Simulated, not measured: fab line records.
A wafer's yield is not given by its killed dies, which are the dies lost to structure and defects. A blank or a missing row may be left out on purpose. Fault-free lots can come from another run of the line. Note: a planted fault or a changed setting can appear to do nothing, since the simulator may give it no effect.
Lot-split experiment | flow n5-finfet | route with 1938 steps; 7 lots, 39 wafers read

ABOUT THE SPLIT
At N5_PMOS_HMC_CHANNEL_EPI_FIN_RECESS_16 (chemistry HBr/Cl2, target Si, target depth 54 nm, time 18 s), the setting time-s was moved away from the recipe's 18 s on 15 of the 39 wafers read, by -6.9% to +5.2%. All remaining wafers had this setting at the recipe value.

FROM THE SPLIT TO THE READING: what the file shows between them, 4 steps
- N5_PMOS_HMC_CHANNEL_EPI_PRECLEAN_36: cleans in O3/DIW, time 45 s
- N5_PMOS_HMC_CHANNEL_EPI_PRECLEAN_18: cleans in DHF, time 30 s
- N5_PMOS_HMC_CHANNEL_EPI_SRD_39: time 30 s
- N5_PMOS_HMC_CHANNEL_EPI_CMP_21: polishes SiGe30, target thk 54 nm

THE READING
HMC_CMP_THK (nm), taken at N5_PMOS_HMC_CHANNEL_EPI_THK_MEAS_22. A value of 53.9 nm with a standard deviation of 0.75 nm is what fault-free wafers of this fab line usually give.

wafer  | tool, chamber at the split | time-s as run, s | against the recipe | HMC_CMP_THK, nm | against lot-mates on the recipe
L076.3 | rie-si-01, 0               | 18               | recipe             | 54.0            | -
L076.4 | rie-si-01, 3               | 18               | recipe             | 52.7            | -
L076.6 | rie-si-01, 2               | 18               | recipe             | 53.6            | -
L082.1 | rie-si-06, 3               | 16.76            | -6.9%              | 50.2            | -3.5
L082.2 | rie-si-06, 1               | 18               | recipe             | 53.9            | -
L082.3 | rie-si-06, 0               | 16.76            | -6.9%              | 49.2            | -4.5
L082.4 | rie-si-06, 2               | 16.76            | -6.9%              | 51.6            | -2.1
L082.5 | rie-si-06, 0               | 18               | recipe             | 53.5            | -
L082.6 | rie-si-06, 3               | 18               | recipe             | 53.7            | -
L083.1 | rie-si-06, 1               | 18               | recipe             | 53.8            | -
L083.2 | rie-si-06, 0               | 18               | recipe             | 53.0            | -
L083.3 | rie-si-06, 3               | 18               | recipe             | 53.9            | -
L083.4 | rie-si-06, 2               | 18               | recipe             | 55.4            | -
L083.5 | rie-si-06, 3               | 18               | recipe             | 53.7            | -
L083.6 | rie-si-06, 2               | 18               | recipe             | 55.2            | -
L086.1 | rie-si-01, 3               | 18               | recipe             | 52.8            | -
L086.2 | rie-si-01, 2               | 17.37            | -3.5%              | 51.4            | -1.9
L086.3 | rie-si-01, 0               | 17.37            | -3.5%              | 52.5            | -0.8
L086.4 | rie-si-01, 1               | 18               | recipe             | 54.3            | -
L086.5 | rie-si-01, 3               | 18               | recipe             | 52.8            | -
L086.6 | rie-si-01, 0               | 17.37            | -3.5%              | 52.3            | -1.0
L089.1 | rie-si-06, 0               | 17.29            | -3.9%              | 51.1            | -3.2
L089.2 | rie-si-06, 1               | 18               | recipe             | 54.4            | -
L089.3 | rie-si-06, 2               | 18               | recipe             | 55.0            | -
L089.4 | rie-si-06, 3               | 18               | recipe             | 53.4            | -
L089.5 | rie-si-06, 2               | 17.29            | -3.9%              | 53.1            | -1.2
L089.6 | rie-si-06, 3               | 17.29            | -3.9%              | 51.3            | -3.0
L090.1 | rie-si-01, 0               | 18               | recipe             | 54.8            | -
L090.2 | rie-si-01, 2               | 18.94            | +5.2%              | 57.0            | +2.6
L090.3 | rie-si-01, 1               | 18.94            | +5.2%              | 57.8            | +3.4
L090.4 | rie-si-01, 3               | 18               | recipe             | 53.4            | -
L090.5 | rie-si-01, 1               | 18               | recipe             | 55.0            | -
L090.6 | rie-si-01, 0               | 18.94            | +5.2%              | 57.5            | +3.1
L093.1 | rie-si-06, 2               | 16.98            | -5.7%              | 51.9            | -1.6
L093.2 | rie-si-06, 3               | 16.98            | -5.7%              | 50.2            | -3.3
L093.3 | rie-si-06, 0               | 18               | recipe             | 53.8            | -
L093.4 | rie-si-06, 1               | 16.98            | -5.7%              | 51.4            | -2.1
L093.5 | rie-si-06, 3               | 18               | recipe             | 53.4            | -
L093.6 | rie-si-06, 0               | 18               | recipe             | 53.3            | -

THE FIT
A straight line over all 39 wafers: HMC_CMP_THK changes by +0.553 nm for each +1% of time-s; r = +0.91; the points scatter about the line by 0.79 nm.
The same after taking each lot's own level away (the mean of its wafers on the recipe; 39 wafers): +0.5 nm for each +1%; r = +0.90; scatter 0.74 nm.
The reading moves by 3.4 nm for the largest change in time-s, on that fit.
Across the lots, their own levels run from 53.30 to 54.40 nm, a range of 1.5 times the standard deviation given above.
Hence the slope depends on the lot-to-lot level, as the two fits are not the same.
Check: with one of the wafers moved furthest among these (-6.9%) left out of the fit, the line predicts -3.35 nm for it against its lot-mates. Against them it came out at -3.5 nm.

THE WHOLE CHAIN: every reading that the file lists as answering this split, in the file's order
step                                  | what it does                                                | reading                                                                                | change (the file's fit)               | r (the file's)
N5_PMOS_HMC_CHANNEL_EPI_FIN_RECESS_16 | chemistry HBr/Cl2, target Si, target depth 54 nm, time 18 s | PMOS_HMC_CHANNEL_EPI.feature-depth-nm (the simulator's own value, which no gauge read) | +0.498 nm for each +1% of the setting | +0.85
N5_PMOS_HMC_CHANNEL_EPI_FIN_RECESS_16 | chemistry HBr/Cl2, target Si, target depth 54 nm, time 18 s | etch.depth-nm (the simulator's own value, which no gauge read)                         | +0.498 nm for each +1% of the setting | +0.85
N5_PMOS_HMC_CHANNEL_EPI_THK_MEAS_22   |                                                             | HMC_CMP_THK                                                                            | +0.494 for each +1% of the setting    | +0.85

THE FILE'S OWN FIT
HMC_CMP_THK changes by +0.494 nm for each +1% of time-s, r = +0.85.
